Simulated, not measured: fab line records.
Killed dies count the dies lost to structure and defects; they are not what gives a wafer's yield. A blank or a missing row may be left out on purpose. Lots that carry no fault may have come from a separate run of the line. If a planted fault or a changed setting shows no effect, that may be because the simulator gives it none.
Matching of chambers :: flow n5Finfet :: N5_PASSIVATION_DESCUM_12 on rieDiel-03: 4 sister chambers
The step chemistry O2, time 7.9 s. 14 wafers are shown with their chamber, then 7 later ones without.

== WAFERS PAIRED WITH THEIR CHAMBERS ==
wafer: L142.3
chamber: 2
drypumpMotorCurrentA (A): 6.0
oesProductAu (a.u.): 0.71
throttleValvePct (%): 20.53

wafer: L142.4
chamber: 0
drypumpMotorCurrentA (A): 5.3
oesProductAu (a.u.): 0.70
throttleValvePct (%): 20.21

wafer: L142.6
chamber: 1
drypumpMotorCurrentA (A): 6.0
oesProductAu (a.u.): 0.73
throttleValvePct (%): 20.59

wafer: L144.4
chamber: 2
drypumpMotorCurrentA (A): 6.0
oesProductAu (a.u.): 0.70
throttleValvePct (%): 20.53

wafer: L144.5
chamber: 3
drypumpMotorCurrentA (A): 5.7
oesProductAu (a.u.): 0.87
throttleValvePct (%): 20.32

wafer: L144.6
chamber: 2
drypumpMotorCurrentA (A): 5.9
oesProductAu (a.u.): 0.70
throttleValvePct (%): 20.53

wafer: L148.1
chamber: 3
drypumpMotorCurrentA (A): 5.7
oesProductAu (a.u.): 0.86
throttleValvePct (%): 20.35

wafer: L148.3
chamber: 0
drypumpMotorCurrentA (A): 5.3
oesProductAu (a.u.): 0.70
throttleValvePct (%): 20.24

wafer: L148.6
chamber: 2
drypumpMotorCurrentA (A): 6.0
oesProductAu (a.u.): 0.69
throttleValvePct (%): 20.55

wafer: L156.3
chamber: 1
drypumpMotorCurrentA (A): 5.9
oesProductAu (a.u.): 0.70
throttleValvePct (%): 20.60

wafer: L156.4
chamber: 2
drypumpMotorCurrentA (A): 6.0
oesProductAu (a.u.): 0.69
throttleValvePct (%): 20.56

wafer: L156.5
chamber: 1
drypumpMotorCurrentA (A): 5.9
oesProductAu (a.u.): 0.70
throttleValvePct (%): 20.62

wafer: L158.1
chamber: 3
drypumpMotorCurrentA (A): 5.7
oesProductAu (a.u.): 0.85
throttleValvePct (%): 20.38

wafer: L158.2
chamber: 0
drypumpMotorCurrentA (A): 5.3
oesProductAu (a.u.): 0.69
throttleValvePct (%): 20.27

SIGNATURES, as means of the wafers listed above
reading: drypumpMotorCurrentA
chamber 0: 5.300
chamber 1: 5.933
chamber 2: 5.980
chamber 3: 5.700
scatter within a chamber: 0.0383

reading: oesProductAu
chamber 0: 0.6967
chamber 1: 0.7100
chamber 2: 0.6980
chamber 3: 0.8600
scatter within a chamber: 0.0107

reading: throttleValvePct
chamber 0: 20.2400
chamber 1: 20.6033
chamber 2: 20.5400
chamber 3: 20.3500
scatter within a chamber: 0.0221
Rule: for a wafer and a chamber, the distance is found by dividing, reading by reading, the gap between the wafer's reading and the chamber's mean by the reading's scatter, squaring, summing and taking the root. If the next closest chamber is less than 2 further off than the closest, the wafer can't be placed; otherwise it belongs to the closest. The scatter: the root of (the sum of the squares of (reading less its chamber's mean) over the shown wafers, divided by (wafers less chambers)).

== WAFERS WITHOUT THEIR CHAMBER ==
wafer: L158.4
drypumpMotorCurrentA (A): 5.3
oesProductAu (a.u.): 0.69
throttleValvePct (%): 20.25

wafer: L157.3
drypumpMotorCurrentA (A): 5.3
oesProductAu (a.u.): 0.69
throttleValvePct (%): 20.26

wafer: L157.4
drypumpMotorCurrentA (A): 5.9
oesProductAu (a.u.): 0.70
throttleValvePct (%): 20.62

wafer: L157.5
drypumpMotorCurrentA (A): 5.3
oesProductAu (a.u.): 0.68
throttleValvePct (%): 20.25

wafer: L159.2
drypumpMotorCurrentA (A): 5.3
oesProductAu (a.u.): 0.68
throttleValvePct (%): 20.26

wafer: L159.4
drypumpMotorCurrentA (A): 5.7
oesProductAu (a.u.): 0.83
throttleValvePct (%): 20.37

wafer: L159.5
drypumpMotorCurrentA (A): 5.9
oesProductAu (a.u.): 0.70
throttleValvePct (%): 20.63

== CHAMBER TAKEN BY EACH ==
wafer: L158.4
from the rows above: 0
in truth: 0

wafer: L157.3
from the rows above: 0
in truth: 0

wafer: L157.4
from the rows above: 1
in truth: 1

wafer: L157.5
from the rows above: 0
in truth: 0

wafer: L159.2
from the rows above: 0
in truth: 0

wafer: L159.4
from the rows above: 3
in truth: 3

wafer: L159.5
from the rows above: 1
in truth: 1
Correctly placed: 7 of 7. Number that these rows cannot place: 0. Placed wrongly: 0.
